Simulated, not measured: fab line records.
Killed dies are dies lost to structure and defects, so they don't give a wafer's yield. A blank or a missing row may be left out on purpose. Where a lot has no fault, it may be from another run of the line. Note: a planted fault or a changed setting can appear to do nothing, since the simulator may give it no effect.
Which tool did it?	flow nand-harc	12 lots with 36 wafers sampled at 5 steps, on a route of 1302 steps

== WHAT THE GAUGES SHOWED, per wafer ==
NHARC_HYBRID_BOND_OVL_MEAS_05. Usual: overlay-x-nm 4 nm, standard deviation 32; overlay-y-nm 1 nm, standard deviation 34.
lot	measured	on	overlay-x-nm (nm)	overlay-y-nm (nm)	flag
L618	day 23 13:49	overlay-02	-14 37 -66	-46 -25 -12	
L617	day 24 02:35	overlay-02	-22 -10 -4	-2 8 -64	
L620	day 24 17:53	overlay-01	20 30 21	-5 42 -7	
L621	day 24 17:52	overlay-02	34 56 43	18 -28 16	
L630	day 28 21:50	overlay-02	-31 49	-7 -50	
L632	day 29 10:44	overlay-01	13 39 -57	22 -11 -39	
L631	day 29 10:45	overlay-02	-28	55	
L634	day 30 23:49	overlay-02	-48 44 0	1 1 34	
L633	day 30 23:50	overlay-01	-44 -5 -2	30 67 -23	
L637	day 31 23:55	overlay-02	16 36 -20	11 -12 7	
L638	day 32 17:16	overlay-02	14 35 7	41 -39 41	
L640	day 33 11:35	overlay-01	-17 27 -7	61 1 -18	

NHARC_END_SORT_01. Usual: killed-at-array 59, standard deviation 20; killed-at-other 0.8, standard deviation 1.1; killed-at-periphery 5, standard deviation 3.1; killed-dies 64, standard deviation 21; killed-open 3.4, standard deviation 1.9; killed-short 2.3, standard deviation 1.7.
lot	measured	on	killed-at-array	killed-at-other	killed-at-periphery	killed-dies	killed-open	killed-short	flag
L630	day 29 17:32	prober-01	664 72 72	0 0 0	2 13 9	666 85 81	1 2 3	2 6 3	OFF
L631	day 30 04:29	prober-01	658 650 89	0 1 1	6 4 6	664 655 96	8 4 2	3 1 3	OFF

== WHAT TOOL EACH LOT RAN ON (gives the tool, then ch and the chambers of the sampled wafers, and finally the start) ==
lot	NHARC_A_WL_FILL_CVD_03	NHARC_THIN_TSV_DESCUM_14	NHARC_THIN_TSV_DESCUM_35
L618	cvd-w-02 ch 0,1, day 20 10:27	rie-diel-08 ch 0,3, day 23 16:42	rie-diel-06 ch 0,1, day 23 22:28
L617	cvd-w-01 ch 0,1, day 20 21:16	rie-diel-06 ch 0,1,2, day 24 06:34	rie-diel-08 ch 0,2,3, day 24 12:22
L620	cvd-w-02 ch 0,1, day 21 17:43	rie-diel-01 ch 2,3, day 24 21:49	rie-diel-06 ch 0,3, day 25 04:01
L621	cvd-w-02 ch 1, day 21 18:02	rie-diel-08 ch 0,1, day 24 20:38	rie-diel-01 ch 0,2,3, day 25 02:32
L630	cvd-w-02 ch 0,1, day 25 15:13	rie-diel-01 ch 0,1, day 29 01:58	rie-diel-01 ch 0,3, day 29 07:53
L632	cvd-w-01 ch 1, day 26 01:50	rie-diel-06 ch 0,3, day 29 13:37	rie-diel-08 ch 0,1,2, day 29 19:34
L631	cvd-w-02 ch 0,1, day 26 05:25	rie-diel-08 ch 0, day 29 14:41	rie-diel-01 ch 2, day 29 20:50
L634	cvd-w-01 ch 0,1, day 27 11:17	rie-diel-06 ch 0,2,3, day 31 02:37	rie-diel-01 ch 0,1,3, day 31 08:23
L633	cvd-w-01 ch 1, day 27 19:44	rie-diel-01 ch 0,2,3, day 31 04:04	rie-diel-01 ch 0,3, day 31 09:49
L637	cvd-w-01 ch 1, day 28 17:46	rie-diel-01 ch 1,2,3, day 32 02:42	rie-diel-01 ch 0,1,3, day 32 08:36
L638	cvd-w-02 ch 0,1, day 29 11:59	rie-diel-08 ch 0,2,3, day 32 21:13	rie-diel-06 ch 0,1,3, day 33 03:05
L640	cvd-w-01 ch 0,1, day 30 03:32	rie-diel-08 ch 0,1,3, day 33 14:30	rie-diel-08 ch 0,1, day 33 21:07
- NHARC_A_WL_FILL_CVD_03: deposits W, target thk 40 nm, time 279 s.
- NHARC_THIN_TSV_DESCUM_14: chemistry O2, time 3 s.
- NHARC_THIN_TSV_DESCUM_35: chemistry O2, time 3 s.

== AS READ BY THE TOOLS THEMSELVES (means over the sampled wafers that have a number; for cases with no such wafer, the mark the record gives instead) ==
NHARC_A_WL_FILL_CVD_03. Usual: heater-power-w 429 W, standard deviation 24; throttle-valve-pct 7.84 %, standard deviation 0.2.
lot	tool	heater-power-w (W)	throttle-valve-pct (%)	flag
L618	cvd-w-02	416	7.62	
L617	cvd-w-01	427	7.80	
L620	cvd-w-02	439	7.82	
L621	cvd-w-02	399	7.79	
L630	cvd-w-02	417	7.62	
L632	cvd-w-01	435	7.79	
L631	cvd-w-02	417	7.74	
L634	cvd-w-01	432	8.07	
L633	cvd-w-01	428	8.08	
L637	cvd-w-01	435	8.06	
L638	cvd-w-02	428	7.89	
L640	cvd-w-01	437	8.07	

NHARC_THIN_TSV_DESCUM_14. Usual: drypump-motor-current-A 5.72 A, standard deviation 0.29; oes-product-au 0.995 a.u., standard deviation 0.015; rf-vpp-V 57.8 V, standard deviation 0.88; showerhead-plenum-p-Torr 1.92 Torr, standard deviation 0.074; throttle-valve-pct 11.311 %, standard deviation 0.0095.
lot	tool	drypump-motor-current-A (A)	oes-product-au (a.u.)	rf-vpp-V (V)	showerhead-plenum-p-Torr (Torr)	throttle-valve-pct (%)	flag
L618	rie-diel-08	5.53	1.013	57.8	1.86	11.299	
L617	rie-diel-06	6.01	0.979	57.4	1.92	11.312	
L620	rie-diel-01	5.86	0.993	58.6	1.99	11.317	
L621	rie-diel-08	5.56	1.008	56.5	1.86	11.308	
L630	rie-diel-01	5.67	0.997	57.2	1.92	11.317	
L632	rie-diel-06	5.85	1.011	57.9	1.98	11.316	
L631	rie-diel-08	5.52	1.009	57.5	1.87	11.311	
L634	rie-diel-06	5.78	1.004	58.2	1.93	11.312	
L633	rie-diel-01	5.86	0.983	57.8	1.94	11.312	
L637	rie-diel-01	5.64	0.991	58.6	1.96	11.319	
L638	rie-diel-08	5.62	0.988	58.3	1.92	11.302	
L640	rie-diel-08	5.59	0.997	57.0	1.84	11.308	

NHARC_THIN_TSV_DESCUM_35. Usual: drypump-motor-current-A 5.8 A, standard deviation 0.36; oes-product-au 0.994 a.u., standard deviation 0.014; rf-vpp-V 57.8 V, standard deviation 0.93; showerhead-plenum-p-Torr 1.93 Torr, standard deviation 0.073; throttle-valve-pct 11.311 %, standard deviation 0.0082.
lot	tool	drypump-motor-current-A (A)	oes-product-au (a.u.)	rf-vpp-V (V)	showerhead-plenum-p-Torr (Torr)	throttle-valve-pct (%)	flag
L618	rie-diel-06	5.9	0.979	57.7	1.96	11.309	
L617	rie-diel-08	5.6	1.008	57.9	1.92	11.311	
L620	rie-diel-06	5.8	1.005	58.2	1.98	11.308	
L621	rie-diel-01	5.9	0.986	58.1	1.94	11.311	
L630	rie-diel-01	6.0	0.993	57.6	1.96	11.317	
L632	rie-diel-08	5.6	1.003	58.0	1.92	11.308	
L631	rie-diel-01	5.6	0.982	57.2	1.89	11.310	
L634	rie-diel-01	5.8	0.988	57.6	1.96	11.312	
L633	rie-diel-01	6.0	0.990	58.2	1.99	11.307	
L637	rie-diel-01	5.8	0.995	58.1	1.96	11.312	
L638	rie-diel-06	6.1	0.997	58.4	1.96	11.314	
L640	rie-diel-08	5.5	0.994	56.8	1.86	11.307	

== THE ANSWER, worked out from the rows above alone ==
Rule: take the mean of a lot's wafers that have a number; if it is more than 3 standard deviations from the usual mean, the lot is off. Also off: a lot with no number at a reading for which 4 or more lots have one. The other lots that the step has rows for count as sound. The gauges are gone through in route order, then the tools' own readings, and for those a lot's mean is taken as printed above. At the first step where some lot is off, the reading lying furthest off is the one used; lots without a number count as furthest.
Off, at NHARC_END_SORT_01 on killed-at-array: L630, L631. Neither off nor sound, because the step has no rows for them: L618, L617, L620, L621, L632, L634, L633, L637, L638, L640.
A tool fits if, at a process step before that reading, it ran every lot that is off, and no sound lot after the first of them. The gauges at NHARC_END_SORT_01 are tried like those tools. Can't be told from this: 3 tools fit, cvd-w-02 at NHARC_A_WL_FILL_CVD_03, rie-diel-01 at NHARC_THIN_TSV_DESCUM_35, prober-01 at NHARC_END_SORT_01.

== WHAT THE SIMULATOR HAD PUT IN ==
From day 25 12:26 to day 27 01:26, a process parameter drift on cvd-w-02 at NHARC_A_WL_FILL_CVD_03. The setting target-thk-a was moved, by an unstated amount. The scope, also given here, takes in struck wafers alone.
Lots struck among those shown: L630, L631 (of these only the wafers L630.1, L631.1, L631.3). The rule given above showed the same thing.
